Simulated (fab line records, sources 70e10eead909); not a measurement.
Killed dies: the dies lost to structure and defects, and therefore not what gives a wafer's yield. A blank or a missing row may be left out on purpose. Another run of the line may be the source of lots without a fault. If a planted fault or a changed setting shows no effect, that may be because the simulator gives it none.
Chamber matching + flow nand_harc + rie_diel-09 running NHARC_P_CONTACT_STRIP_28: 4 sister chambers
The step strips in O2. 8 wafers are shown with their chamber, then 9 later ones without.

== WAFERS PAIRED WITH THEIR CHAMBERS ==
| wafer  | chamber | showerhead_plenum_p_Torr (Torr) | oes_product_au (a.u.) |
|--------|---------|---------------------------------|-----------------------|
| L947.3 | 2       | 3.47                            | 0.992                 |
| L949.1 | 2       | 3.47                            | 0.993                 |
| L949.3 | 0       | 3.39                            | 1.005                 |
| L951.3 | 3       | 3.49                            | 0.985                 |
| L951.4 | 1       | 3.49                            | 1.017                 |
| L951.6 | 3       | 3.49                            | 0.982                 |
| L954.2 | 1       | 3.49                            | 1.004                 |
| L954.5 | 0       | 3.38                            | 1.003                 |

== WAFERS MISSING THEIR CHAMBER ==
| wafer  | showerhead_plenum_p_Torr (Torr) | oes_product_au (a.u.) |
|--------|---------------------------------|-----------------------|
| L954.6 | 3.49                            | 0.978                 |
| L953.1 | 3.39                            | 1.004                 |
| L953.2 | 3.49                            | 1.018                 |
| L953.4 | 3.47                            | 1.003                 |
| L960.2 | 3.48                            | 0.960                 |
| L960.3 | 3.38                            | 1.019                 |
| L966.1 | 3.48                            | 0.963                 |
| L966.2 | 3.38                            | 0.997                 |
| L966.3 | 3.46                            | 0.970                 |

== WHICH CHAMBER EACH WENT THROUGH ==
| wafer  | from the rows above     | in truth |
|--------|-------------------------|----------|
| L954.6 | 3                       | 3        |
| L953.1 | 0                       | 0        |
| L953.2 | 1                       | 1        |
| L953.4 | 2                       | 2        |
| L960.2 | can't be placed: 3 or 2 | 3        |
| L960.3 | 0                       | 0        |
| L966.1 | can't be placed: 3 or 2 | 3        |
| L966.2 | 0                       | 0        |
| L966.3 | 2                       | 2        |
Correctly placed: 7 of 9. Unplaceable from these rows: 2, with the true chamber sitting among the candidates in 2. Wrongly placed: 0.
How it was worked out, from the rows above alone: a wafer's distance from a chamber is the root of the sum, over the readings, of the square of ((its reading less the chamber's mean) divided by the reading's scatter). The wafer belongs to the nearest chamber; if the next one is less than 2 further off, it can't be placed. The mean given for a chamber averages the wafers shown for that chamber. How the scatter is found: for the shown wafers, subtract from each reading the mean of its chamber, square and add these, divide the total by (wafers less chambers), then take the root.
